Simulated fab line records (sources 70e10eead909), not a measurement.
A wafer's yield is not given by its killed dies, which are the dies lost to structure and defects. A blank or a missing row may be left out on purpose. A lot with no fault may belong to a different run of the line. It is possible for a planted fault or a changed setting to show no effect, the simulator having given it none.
Which tool was responsible?    flow nandHarc    72 wafers from 24 lots sampled at 6 of the route's 1159 steps

WHAT THE GAUGES READ, wafer by wafer
Not one reading of a measure or inspect step in the record can be checked against a usual standard deviation.

WHICH TOOL RAN EACH LOT (tool, then ch and the chambers of the sampled wafers, then the start)
lot   NHARC_A_STAIRCASE_ETCH_236                    NHARC_A_STAIRCASE_STRIP_238          NHARC_A_STAIRCASE_HM_OPEN_463                 NHARC_A_STAIRCASE_STRIP_316                   NHARC_A_STAIRCASE_STRIP_476        NHARC_A_STAIRCASE_DEP_325
L076  rieDiel-03 ch 1,2,3, day 11 20:06 or earlier  plasmaAsher-01 ch 0,1, day 11 20:06  rieDiel-03 ch 0,1,2, day 12 13:57 or earlier  rieDiel-03 ch 0,2,3, day 12 13:57 or earlier  rieDiel-03 ch 0,1,2, day 12 13:57  pecvd-02 ch 0,2, day 13 16:04
L074  rieDiel-03 ch 0,1,3, day 11 20:23 or earlier  plasmaAsher-01 ch 0,1, day 11 20:23  rieDiel-02 ch 0,1,2, day 12 13:30 or earlier  rieDiel-02 ch 0,1,2, day 12 13:30 or earlier  rieDiel-02 ch 1,2,3, day 12 13:30  pecvd-04 ch 0,1,2, day 13 15:44
L077  rieDiel-11 ch 1,2,3, day 11 23:01 or earlier  plasmaAsher-01 ch 0,1, day 11 23:01  rieDiel-02 ch 0,1,2, day 12 14:27 or earlier  rieDiel-02 ch 0,1,3, day 12 14:27 or earlier  rieDiel-11 ch 0,1,2, day 12 14:27  pecvd-01 ch 1,2, day 13 16:10
L078  rieDiel-02 ch 0,3, day 11 23:23 or earlier    plasmaAsher-01 ch 0,1, day 11 23:23  rieDiel-11 ch 1,2, day 12 14:52 or earlier    rieDiel-11 ch 0,1,3, day 12 14:52 or earlier  rieDiel-03 ch 1,3, day 12 14:52    pecvd-04 ch 0,2, day 13 16:24
L075  rieDiel-03 ch 1,2,3, day 12 02:22 or earlier  plasmaAsher-01 ch 0, day 12 02:22    rieDiel-02 ch 0,2,3, day 12 17:22 or earlier  rieDiel-02 ch 0,3, day 12 17:22 or earlier    rieDiel-11 ch 0,1, day 12 17:22    pecvd-01 ch 1,2, day 13 21:06
L079  rieDiel-11 ch 1,3, day 12 07:46 or earlier    plasmaAsher-02 ch 0,1, day 12 07:46  rieDiel-03 ch 0,2, day 12 22:01 or earlier    rieDiel-03 ch 1,2,3, day 12 22:01 or earlier  rieDiel-11 ch 0,3, day 12 22:01    pecvd-04 ch 1,2, day 14 01:21
L080  rieDiel-02 ch 0,2,3, day 12 14:46 or earlier  plasmaAsher-02 ch 0,1, day 12 14:46  rieDiel-03 ch 0,3, day 13 06:53 or earlier    rieDiel-03 ch 2,3, day 13 06:53 or earlier    rieDiel-11 ch 1,2,3, day 13 06:53  pecvd-01 ch 0,1, day 14 10:59
L081  rieDiel-11 ch 0,1,3, day 13 03:40 or earlier  plasmaAsher-01 ch 0,1, day 13 03:40  rieDiel-02 ch 1,2,3, day 13 19:06 or earlier  rieDiel-02 ch 0,1,3, day 13 19:06 or earlier  rieDiel-03 ch 0,1,3, day 13 19:06  pecvd-01 ch 0,1, day 15 00:57
L083  rieDiel-02 ch 1,3, day 13 13:50 or earlier    plasmaAsher-01 ch 1, day 13 13:50    rieDiel-11 ch 1,2,3, day 14 06:22 or earlier  rieDiel-11 ch 0,2,3, day 14 06:22 or earlier  rieDiel-11 ch 1,2, day 14 06:22    pecvd-02 ch 1,2, day 15 11:46
L082  rieDiel-11 ch 0,3, day 13 14:49 or earlier    plasmaAsher-01 ch 0,1, day 13 14:49  rieDiel-11 ch 0,1, day 14 07:51 or earlier    rieDiel-11 ch 0,1,3, day 14 07:51 or earlier  rieDiel-03 ch 2,3, day 14 07:51    pecvd-04 ch 0,1,2, day 15 11:44
L087  rieDiel-11 ch 0,2,3, day 14 17:07 or earlier  plasmaAsher-02 ch 0, day 14 17:07    rieDiel-11 ch 0,1,3, day 15 10:32 or earlier  rieDiel-11 ch 0,2, day 15 10:32 or earlier    rieDiel-02 ch 1,2,3, day 15 10:32  pecvd-02 ch 0,1,2, day 16 14:50
L084  rieDiel-03 ch 1,2,3, day 14 17:30 or earlier  plasmaAsher-01 ch 0,1, day 14 17:30  rieDiel-11 ch 0,1,3, day 15 12:49 or earlier  rieDiel-11 ch 1,2,3, day 15 12:49 or earlier  rieDiel-03 ch 0,2,3, day 15 12:49  pecvd-01 ch 0,1,2, day 16 14:53
L085  rieDiel-11 ch 0,1,2, day 14 21:17 or earlier  plasmaAsher-02 ch 0,1, day 14 21:17  rieDiel-02 ch 0,1,2, day 15 13:50 or earlier  rieDiel-02 ch 0,1,2, day 15 13:50 or earlier  rieDiel-11 ch 0,1, day 15 13:50    pecvd-04 ch 1,2, day 16 14:53
L086  rieDiel-11 ch 0,2,3, day 14 21:46 or earlier  plasmaAsher-01 ch 0,1, day 14 21:46  rieDiel-03 ch 0,2,3, day 15 17:40 or earlier  rieDiel-03 ch 0,1,2, day 15 17:40 or earlier  rieDiel-03 ch 1,2,3, day 15 17:40  pecvd-01 ch 0,1,2, day 17 02:18
L090  rieDiel-03 ch 1,2,3, day 15 05:44 or earlier  plasmaAsher-02 ch 0,1, day 15 05:44  rieDiel-11 ch 0,2,3, day 16 00:53 or earlier  rieDiel-11 ch 2,3, day 16 00:53 or earlier    rieDiel-11 ch 0,1,2, day 16 00:53  pecvd-02 ch 0,1, day 17 02:29
L089  rieDiel-02 ch 0,1,3, day 15 07:05 or earlier  plasmaAsher-01 ch 0,1, day 15 07:05  rieDiel-11 ch 0,1,3, day 16 01:48 or earlier  rieDiel-11 ch 0,1,3, day 16 01:48 or earlier  rieDiel-11 ch 1,3, day 16 01:48    pecvd-02 ch 0,2, day 17 03:03
L088  rieDiel-02 ch 0,1,3, day 15 08:52 or earlier  plasmaAsher-02 ch 0,1, day 15 08:52  rieDiel-02 ch 0,2,3, day 16 05:13 or earlier  rieDiel-02 ch 0,2,3, day 16 05:13 or earlier  rieDiel-03 ch 0,2,3, day 16 05:13  pecvd-02 ch 0,1,2, day 17 08:02
L091  rieDiel-11 ch 0,2,3, day 15 09:00 or earlier  plasmaAsher-01 ch 0,1, day 15 09:00  rieDiel-03 ch 1,2,3, day 16 04:25 or earlier  rieDiel-03 ch 0,1,2, day 16 04:25 or earlier  rieDiel-11 ch 2,3, day 16 04:25    pecvd-01 ch 0,1, day 17 07:53
L092  rieDiel-11 ch 2,3, day 15 20:40 or earlier    plasmaAsher-01 ch 0,1, day 15 20:40  rieDiel-03 ch 0,1,2, day 16 13:21 or earlier  rieDiel-03 ch 0,1, day 16 13:21 or earlier    rieDiel-03 ch 2,3, day 16 13:21    pecvd-01 ch 1,2, day 17 18:27
L093  rieDiel-11 ch 0,2,3, day 15 23:56 or earlier  plasmaAsher-02 ch 0,1, day 15 23:56  rieDiel-02 ch 0,2,3, day 16 14:23 or earlier  rieDiel-02 ch 0,3, day 16 14:23 or earlier    rieDiel-02 ch 1,2, day 16 14:23    pecvd-02 ch 1,2, day 17 18:22
L094  rieDiel-11 ch 0,2,3, day 16 02:22 or earlier  plasmaAsher-01 ch 0,1, day 16 02:22  rieDiel-03 ch 1,2,3, day 16 17:49 or earlier  rieDiel-03 ch 0,2,3, day 16 17:49 or earlier  rieDiel-03 ch 0,2,3, day 16 17:49  pecvd-04 ch 1,2, day 17 18:35
L095  rieDiel-02 ch 0,1,3, day 16 10:13 or earlier  plasmaAsher-02 ch 0,1, day 16 10:13  rieDiel-11 ch 1,2, day 17 03:22 or earlier    rieDiel-11 ch 0,1,2, day 17 03:22 or earlier  rieDiel-11 ch 0,1, day 17 03:22    pecvd-04 ch 1,2, day 18 05:47
L097  rieDiel-02 ch 1,2,3, day 16 17:41 or earlier  plasmaAsher-02 ch 0, day 16 17:41    rieDiel-02 ch 0,2, day 17 11:07 or earlier    rieDiel-02 ch 0,1,3, day 17 11:07 or earlier  rieDiel-02 ch 0,1,3, day 17 11:07  pecvd-02 ch 0,1,2, day 18 15:59
L096  rieDiel-11 ch 1,2,3, day 16 20:59 or earlier  plasmaAsher-02 ch 0,1, day 16 20:59  rieDiel-11 ch 0,2,3, day 17 13:44 or earlier  rieDiel-11 ch 0,2,3, day 17 13:44 or earlier  rieDiel-11 ch 0,3, day 17 13:44    pecvd-04 ch 0,1, day 18 15:51
- NHARC_A_STAIRCASE_ETCH_236: etches the open film in C4F8/O2, target depth 100 nm, time 40.5 s.
- NHARC_A_STAIRCASE_STRIP_238: strips in O2.
- NHARC_A_STAIRCASE_HM_OPEN_463: chemistry O2/COS.
- NHARC_A_STAIRCASE_STRIP_316: strips in O2.
- NHARC_A_STAIRCASE_STRIP_476: strips in O2, time 20 s.
- NHARC_A_STAIRCASE_DEP_325: deposits SiO2, target thk 3800 nm.

WHAT THE TOOLS THEMSELVES READ (means of the sampled wafers that have a number; where no wafer has one, the mark that the record gives instead)
NHARC_A_STAIRCASE_ETCH_236. Usual: oesProductAu 0.943 a.u., standard deviation 0.013; rfVppV 895 V, standard deviation 5.5.
lot   tool        oesProductAu (a.u.)  rfVppV (V)  flag
L076  rieDiel-03  0.935                895         
L074  rieDiel-03  0.937                894         
L077  rieDiel-11  0.946                894         
L078  rieDiel-02  0.949                902         
L075  rieDiel-03  0.939                894         
L079  rieDiel-11  0.941                895         
L080  rieDiel-02  0.918                896         
L081  rieDiel-11  0.941                893         
L083  rieDiel-02  0.945                897         
L082  rieDiel-11  0.944                892         
L087  rieDiel-11  0.957                892         
L084  rieDiel-03  0.938                893         
L085  rieDiel-11  0.930                893         
L086  rieDiel-11  0.956                892         
L090  rieDiel-03  0.941                894         
L089  rieDiel-02  0.939                896         
L088  rieDiel-02  0.948                896         
L091  rieDiel-11  0.933                892         
L092  rieDiel-11  0.955                892         
L093  rieDiel-11  0.953                891         
L094  rieDiel-11  0.949                891         
L095  rieDiel-02  0.929                897         
L097  rieDiel-02  0.944                899         
L096  rieDiel-11  0.950                895         

NHARC_A_STAIRCASE_STRIP_238. Usual: drypumpMotorCurrentA 5.7 A, standard deviation 0.57; heaterPowerW 348 W, standard deviation 23.
lot   tool            drypumpMotorCurrentA (A)  heaterPowerW (W)  flag
L076  plasmaAsher-01  5.5                       325               
L074  plasmaAsher-01  5.5                       325               
L077  plasmaAsher-01  5.5                       319               
L078  plasmaAsher-01  5.9                       338               
L075  plasmaAsher-01  5.1                       309               
L079  plasmaAsher-02  5.5                       358               
L080  plasmaAsher-02  6.0                       361               
L081  plasmaAsher-01  5.5                       332               
L083  plasmaAsher-01  6.2                       369               
L082  plasmaAsher-01  5.5                       334               
L087  plasmaAsher-02  6.4                       355               
L084  plasmaAsher-01  5.9                       356               
L085  plasmaAsher-02  6.0                       353               
L086  plasmaAsher-01  5.5                       337               
L090  plasmaAsher-02  6.0                       354               
L089  plasmaAsher-01  5.9                       352               
L088  plasmaAsher-02  5.6                       351               
L091  plasmaAsher-01  5.5                       334               
L092  plasmaAsher-01  5.5                       332               
L093  plasmaAsher-02  5.5                       352               
L094  plasmaAsher-01  5.9                       350               
L095  plasmaAsher-02  5.5                       368               
L097  plasmaAsher-02  6.4                       363               
L096  plasmaAsher-02  5.5                       372               

NHARC_A_STAIRCASE_HM_OPEN_463. Usual: drypumpMotorCurrentA 5.9 A, standard deviation 0.47; oesProductAu 0.998 a.u., standard deviation 0.012; rfVppV 467 V, standard deviation 3; showerheadPlenumPTorr 3.10 Torr, standard deviation 0.13; throttleValvePct 28.331 %, standard deviation 0.0088.
lot   tool        drypumpMotorCurrentA (A)  oesProductAu (a.u.)  rfVppV (V)  showerheadPlenumPTorr (Torr)  throttleValvePct (%)  flag
L076  rieDiel-03  5.6                       0.992                467         3.13                          28.321                
L074  rieDiel-02  5.8                       0.992                464         3.02                          28.334                
L077  rieDiel-02  5.7                       0.990                465         3.02                          28.338                
L078  rieDiel-11  6.2                       1.004                466         3.08                          28.331                
L075  rieDiel-02  6.2                       0.992                467         3.14                          28.336                
L079  rieDiel-03  5.7                       1.000                468         3.17                          28.336                
L080  rieDiel-03  5.4                       0.977                466         3.05                          28.336                
L081  rieDiel-02  6.2                       1.001                464         3.03                          28.328                
L083  rieDiel-11  6.1                       1.005                466         3.10                          28.335                
L082  rieDiel-11  5.8                       1.001                466         3.13                          28.327                
L087  rieDiel-11  5.9                       1.000                465         3.07                          28.331                
L084  rieDiel-11  5.9                       1.000                466         3.07                          28.330                
L085  rieDiel-02  5.7                       0.997                467         3.17                          28.333                
L086  rieDiel-03  5.6                       1.000                467         3.11                          28.330                
L090  rieDiel-11  6.2                       1.015                465         3.01                          28.327                
L089  rieDiel-11  5.9                       1.010                467         3.07                          28.327                
L088  rieDiel-02  6.2                       0.995                471         3.29                          28.335                
L091  rieDiel-03  5.4                       0.991                466         3.06                          28.322                
L092  rieDiel-03  5.5                       0.994                467         3.11                          28.324                
L093  rieDiel-02  6.2                       1.001                470         3.29                          28.337                
L094  rieDiel-03  5.4                       0.999                466         3.06                          28.337                
L095  rieDiel-11  5.9                       0.994                467         3.13                          28.334                
L097  rieDiel-02  5.8                       0.998                470         3.27                          28.341                
L096  rieDiel-11  6.2                       1.000                464         3.00                          28.335                

NHARC_A_STAIRCASE_STRIP_316. Usual: drypumpMotorCurrentA 5.9 A, standard deviation 0.47; oesProductAu 0.998 a.u., standard deviation 0.011; rfVppV 57.8 V, standard deviation 1; showerheadPlenumPTorr 3.49 Torr, standard deviation 0.15; throttleValvePct 17.037 %, standard deviation 0.0092.
lot   tool        drypumpMotorCurrentA (A)  oesProductAu (a.u.)  rfVppV (V)  showerheadPlenumPTorr (Torr)  throttleValvePct (%)  flag
L076  rieDiel-03  5.5                       0.992                58.4        3.53                          17.041                
L074  rieDiel-02  5.8                       0.997                57.3        3.41                          17.041                
L077  rieDiel-02  5.8                       0.991                58.1        3.56                          17.038                
L078  rieDiel-11  5.9                       0.999                58.1        3.48                          17.030                
L075  rieDiel-02  5.8                       0.985                58.2        3.68                          17.043                
L079  rieDiel-03  5.4                       0.991                58.2        3.48                          17.035                
L080  rieDiel-03  5.6                       1.000                58.3        3.56                          17.029                
L081  rieDiel-02  5.8                       0.991                57.1        3.55                          17.038                
L083  rieDiel-11  6.2                       1.011                57.7        3.41                          17.041                
L082  rieDiel-11  5.9                       1.006                57.4        3.48                          17.031                
L087  rieDiel-11  6.2                       1.008                57.7        3.37                          17.047                
L084  rieDiel-11  6.0                       1.002                57.9        3.49                          17.034                
L085  rieDiel-02  5.7                       1.001                57.0        3.58                          17.035                
L086  rieDiel-03  5.6                       0.995                57.1        3.52                          17.039                
L090  rieDiel-11  6.2                       1.006                59.2        3.43                          17.037                
L089  rieDiel-11  5.9                       0.996                58.3        3.47                          17.028                
L088  rieDiel-02  6.2                       0.999                57.8        3.71                          17.039                
L091  rieDiel-03  5.6                       0.991                57.6        3.52                          17.038                
L092  rieDiel-03  5.4                       0.986                57.7        3.43                          17.040                
L093  rieDiel-02  6.3                       0.994                57.9        3.68                          17.047                
L094  rieDiel-03  5.6                       0.996                57.5        3.51                          17.034                
L095  rieDiel-11  6.0                       1.000                57.7        3.45                          17.040                
L097  rieDiel-02  5.8                       1.010                58.8        3.54                          17.036                
L096  rieDiel-11  6.2                       0.997                57.0        3.39                          17.041                

NHARC_A_STAIRCASE_STRIP_476. Usual: drypumpMotorCurrentA 5.8 A, standard deviation 0.43; oesProductAu 0.998 a.u., standard deviation 0.012; rfVppV 57.7 V, standard deviation 0.84; showerheadPlenumPTorr 3.49 Torr, standard deviation 0.13; throttleValvePct 17.035 %, standard deviation 0.0096.
lot   tool        drypumpMotorCurrentA (A)  oesProductAu (a.u.)  rfVppV (V)  showerheadPlenumPTorr (Torr)  throttleValvePct (%)  flag
L076  rieDiel-03  5.6                       0.991                58.6        3.53                          17.033                
L074  rieDiel-02  6.2                       0.989                57.0        3.43                          17.031                
L077  rieDiel-11  6.1                       1.005                58.1        3.47                          17.037                
L078  rieDiel-03  5.3                       0.992                57.9        3.40                          17.042                
L075  rieDiel-11  5.8                       1.006                57.5        3.54                          17.039                
L079  rieDiel-11  6.1                       1.000                57.7        3.39                          17.033                
L080  rieDiel-11  6.1                       1.007                58.3        3.50                          17.042                
L081  rieDiel-03  5.4                       0.984                57.3        3.45                          17.031                
L083  rieDiel-11  6.2                       0.995                57.0        3.48                          17.041                
L082  rieDiel-03  5.6                       1.005                57.9        3.55                          17.038                
L087  rieDiel-02  6.2                       1.007                58.1        3.60                          17.044                
L084  rieDiel-03  5.6                       0.991                57.7        3.52                          17.039                
L085  rieDiel-11  5.8                       0.992                58.6        3.52                          17.034                
L086  rieDiel-03  5.4                       0.992                56.9        3.46                          17.041                
L090  rieDiel-11  6.1                       1.004                57.8        3.45                          17.035                
L089  rieDiel-11  5.9                       0.997                57.0        3.50                          17.028                
L088  rieDiel-03  5.6                       0.982                57.3        3.52                          17.036                
L091  rieDiel-11  6.1                       1.013                57.9        3.43                          17.023                
L092  rieDiel-03  5.6                       0.999                57.9        3.54                          17.028                
L093  rieDiel-02  5.7                       1.003                58.0        3.46                          17.031                
L094  rieDiel-03  5.6                       0.992                58.0        3.51                          17.033                
L095  rieDiel-11  5.8                       0.993                57.4        3.52                          17.038                
L097  rieDiel-02  5.8                       1.010                57.6        3.54                          17.026                
L096  rieDiel-11  6.1                       0.994                57.8        3.37                          17.042                

NHARC_A_STAIRCASE_DEP_325. Usual: heaterPowerW reads 647 W (standard deviation 130).
lot   tool      heaterPowerW (W)  flag
L076  pecvd-02  733               
L074  pecvd-04  719               
L077  pecvd-01  517               
L078  pecvd-04  639               
L075  pecvd-01  506               
L079  pecvd-04  656               
L080  pecvd-01  682               
L081  pecvd-01  641               
L083  pecvd-02  571               
L082  pecvd-04  692               
L087  pecvd-02  652               
L084  pecvd-01  594               
L085  pecvd-04  641               
L086  pecvd-01  581               
L090  pecvd-02  621               
L089  pecvd-02  647               
L088  pecvd-02  681               
L091  pecvd-01  662               
L092  pecvd-01  522               
L093  pecvd-02  615               
L094  pecvd-04  745               
L095  pecvd-04  741               
L097  pecvd-02  677               
L096  pecvd-04  824               

THE ANSWER, worked out from the rows above alone
Rule: take the mean of a lot's wafers that have a number; if it is more than 3 standard deviations from the usual mean, the lot is off. Also off: a lot with no number at a reading for which 4 or more lots have one. Any other lot the step has rows for is counted as sound. After the gauges, taken in route order, come the tools' own readings; for these a lot's mean is taken, as printed above. At the first step where some lot is off, the reading lying furthest off is the one used; lots without a number count as furthest.
No lot is off at any reading shown: from this, nothing can be told.

WHAT THE SIMULATOR HAD INSERTED
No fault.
